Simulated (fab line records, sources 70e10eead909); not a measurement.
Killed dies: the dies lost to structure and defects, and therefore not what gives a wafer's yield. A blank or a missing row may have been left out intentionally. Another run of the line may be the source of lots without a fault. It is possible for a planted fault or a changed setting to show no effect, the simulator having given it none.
What tool caused it? :: flow nand-harc :: 72 wafers from 24 lots sampled at 2 of the route's 1302 steps

WHAT EACH GAUGE READ, for each wafer
NHARC_A_CHANNEL_FILL_D2_INSPECT_13.
lot: L074
measured: day 15 09:37
on: defect-inspect-01
raw-defect-count: 235 436 200

lot: L075
measured: day 16 05:13
on: defect-inspect-02
raw-defect-count: 536 437 634

lot: L077
measured: day 16 12:34
on: defect-inspect-02
raw-defect-count: 330 361 374

lot: L076
measured: day 16 12:44
on: defect-inspect-01
raw-defect-count: 249 268 291

lot: L079
measured: day 17 13:18
on: defect-inspect-02
raw-defect-count: 465 346 170

lot: L078
measured: day 17 13:29
on: defect-inspect-02
raw-defect-count: 281 465 411

lot: L080
measured: day 18 09:17
on: defect-inspect-01
raw-defect-count: 262 357 264

lot: L081
measured: day 18 09:15
on: defect-inspect-02
raw-defect-count: 398 256 436

lot: L082
measured: day 19 09:07
on: defect-inspect-01
raw-defect-count: 631 499 615

lot: L083
measured: day 19 19:31
on: defect-inspect-02
raw-defect-count: 400 273 265

lot: L084
measured: day 19 19:21
on: defect-inspect-02
raw-defect-count: 251 257 341

lot: L086
measured: day 20 10:47
on: defect-inspect-01
raw-defect-count: 677 287 554

lot: L085
measured: day 20 14:20
on: defect-inspect-01
raw-defect-count: 387 763 267

lot: L088
measured: day 21 13:04
on: defect-inspect-02
raw-defect-count: 274 384 288

lot: L087
measured: day 21 13:04
on: defect-inspect-01
raw-defect-count: 349 213 324

lot: L089
measured: day 21 22:22
on: defect-inspect-02
raw-defect-count: 386 340 387

lot: L090
measured: day 22 07:22
on: defect-inspect-01
raw-defect-count: 651 439 452

lot: L091
measured: day 22 19:22
on: defect-inspect-01
raw-defect-count: 201 238 205

lot: L092
measured: day 23 04:25
on: defect-inspect-01
raw-defect-count: 480 448 450

lot: L093
measured: day 23 04:20
on: defect-inspect-02
raw-defect-count: 256 344 377

lot: L094
measured: day 23 22:19
on: defect-inspect-02
raw-defect-count: 368 394 435

lot: L095
measured: day 24 10:10
on: defect-inspect-01
raw-defect-count: 371 257 335

lot: L097
measured: day 25 00:53
on: defect-inspect-01
raw-defect-count: 238 238 259

lot: L096
measured: day 25 00:43
on: defect-inspect-02
raw-defect-count: 476 336 270

TOOL THAT RAN EACH LOT (tool first, then ch and the chambers of the sampled wafers, then the start)
lot: L074
NHARC_A_CHANNEL_FILL_D2_CMP_10: cmp-04 ch 0,1, day 15 08:59

lot: L075
NHARC_A_CHANNEL_FILL_D2_CMP_10: cmp-04 ch 1,2,3, day 16 04:40

lot: L077
NHARC_A_CHANNEL_FILL_D2_CMP_10: cmp-03 ch 1,2, day 16 11:57

lot: L076
NHARC_A_CHANNEL_FILL_D2_CMP_10: cmp-02 ch 0,1, day 16 11:58

lot: L079
NHARC_A_CHANNEL_FILL_D2_CMP_10: cmp-04 ch 0,1,3, day 17 12:43

lot: L078
NHARC_A_CHANNEL_FILL_D2_CMP_10: cmp-03 ch 0,2,3, day 17 12:44

lot: L080
NHARC_A_CHANNEL_FILL_D2_CMP_10: cmp-03 ch 0,2, day 18 08:38

lot: L081
NHARC_A_CHANNEL_FILL_D2_CMP_10: cmp-04 ch 0,1,3, day 18 08:40

lot: L082
NHARC_A_CHANNEL_FILL_D2_CMP_10: cmp-03 ch 1,2, day 19 08:31

lot: L083
NHARC_A_CHANNEL_FILL_D2_CMP_10: cmp-04 ch 0,2, day 19 18:45

lot: L084
NHARC_A_CHANNEL_FILL_D2_CMP_10: cmp-03 ch 1,2,3, day 19 18:45

lot: L086
NHARC_A_CHANNEL_FILL_D2_CMP_10: cmp-04 ch 2,3, day 20 10:11

lot: L085
NHARC_A_CHANNEL_FILL_D2_CMP_10: cmp-03 ch 0,2,3, day 20 13:44

lot: L088
NHARC_A_CHANNEL_FILL_D2_CMP_10: cmp-04 ch 0,1, day 21 12:29

lot: L087
NHARC_A_CHANNEL_FILL_D2_CMP_10: cmp-03 ch 0,3, day 21 12:29

lot: L089
NHARC_A_CHANNEL_FILL_D2_CMP_10: cmp-04 ch 0,2,3, day 21 21:45

lot: L090
NHARC_A_CHANNEL_FILL_D2_CMP_10: cmp-04 ch 1,2,3, day 22 06:49

lot: L091
NHARC_A_CHANNEL_FILL_D2_CMP_10: cmp-04 ch 1,2,3, day 22 18:46

lot: L092
NHARC_A_CHANNEL_FILL_D2_CMP_10: cmp-04 ch 0,2,3, day 23 03:44

lot: L093
NHARC_A_CHANNEL_FILL_D2_CMP_10: cmp-02 ch 0,1,2, day 23 03:45

lot: L094
NHARC_A_CHANNEL_FILL_D2_CMP_10: cmp-04 ch 0,3, day 23 21:40

lot: L095
NHARC_A_CHANNEL_FILL_D2_CMP_10: cmp-03 ch 0,1,3, day 24 09:32

lot: L097
NHARC_A_CHANNEL_FILL_D2_CMP_10: cmp-02 ch 0,3, day 25 00:07

lot: L096
NHARC_A_CHANNEL_FILL_D2_CMP_10: cmp-04 ch 1,2, day 25 00:07
- NHARC_A_CHANNEL_FILL_D2_CMP_10: polishes, target thk 150 nm.

AS READ BY THE TOOLS THEMSELVES (means over the sampled wafers that have a number; for cases with no such wafer, the mark the record gives instead)
NHARC_A_CHANNEL_FILL_D2_CMP_10.
lot: L074
tool: cmp-04
motor-current-A (A): 11.0
time-to-endpoint-s (s): 14.4

lot: L075
tool: cmp-04
motor-current-A (A): 11.2
time-to-endpoint-s (s): 14.9

lot: L077
tool: cmp-03
motor-current-A (A): 11.5
time-to-endpoint-s (s): 13.3

lot: L076
tool: cmp-02
motor-current-A (A): 12.9
time-to-endpoint-s (s): 17.2

lot: L079
tool: cmp-04
motor-current-A (A): 10.9
time-to-endpoint-s (s): 13.5

lot: L078
tool: cmp-03
motor-current-A (A): 10.3
time-to-endpoint-s (s): 13.5

lot: L080
tool: cmp-03
motor-current-A (A): 10.4
time-to-endpoint-s (s): 12.8

lot: L081
tool: cmp-04
motor-current-A (A): 11.1
time-to-endpoint-s (s): 15.0

lot: L082
tool: cmp-03
motor-current-A (A): 11.2
time-to-endpoint-s (s): 13.9

lot: L083
tool: cmp-04
motor-current-A (A): 10.3
time-to-endpoint-s (s): 15.6

lot: L084
tool: cmp-03
motor-current-A (A): 11.2
time-to-endpoint-s (s): 11.8

lot: L086
tool: cmp-04
motor-current-A (A): 11.1
time-to-endpoint-s (s): 11.5

lot: L085
tool: cmp-03
motor-current-A (A): 10.8
time-to-endpoint-s (s): 16.5

lot: L088
tool: cmp-04
motor-current-A (A): 11.0
time-to-endpoint-s (s): 17.2

lot: L087
tool: cmp-03
motor-current-A (A): 10.1
time-to-endpoint-s (s): 17.9

lot: L089
tool: cmp-04
motor-current-A (A): 10.5
time-to-endpoint-s (s): 13.8

lot: L090
tool: cmp-04
motor-current-A (A): 11.0
time-to-endpoint-s (s): 13.5

lot: L091
tool: cmp-04
motor-current-A (A): 11.0
time-to-endpoint-s (s): 13.5

lot: L092
tool: cmp-04
motor-current-A (A): 10.5
time-to-endpoint-s (s): 14.9

lot: L093
tool: cmp-02
motor-current-A (A): 12.0
time-to-endpoint-s (s): 16.0

lot: L094
tool: cmp-04
motor-current-A (A): 10.8
time-to-endpoint-s (s): 12.5

lot: L095
tool: cmp-03
motor-current-A (A): 10.9
time-to-endpoint-s (s): 15.5

lot: L097
tool: cmp-02
motor-current-A (A): 13.6
time-to-endpoint-s (s): 17.5

lot: L096
tool: cmp-04
motor-current-A (A): 11.1
time-to-endpoint-s (s): 14.2

THE ANSWER, worked out from the rows above alone
Rule: usual is defined by the lots themselves. The widest of any qualifying gaps counts: lots, ordered by their means at a reading, are off when they make up no more than a third of the lots, leave a main group of 4 or more, and stand apart from it by 3 or more times the standard deviation of that group's means. A main group whose means are all the same, to the digits that the tables above print for the reading, isn't used. Also off: a lot with no number at a reading for which 4 or more lots have one. Where the step has rows for the other lots, those lots are counted as sound. Order of review: gauges by route order, followed by the tools' own readings, for which a lot's mean as printed above is used. At the first step where some lot is off, the reading lying furthest off is the one used; lots without a number count as furthest.
No lot is off on any of the readings shown, so nothing can be concluded from this.

WHAT WAS PUT IN BY THE SIMULATOR
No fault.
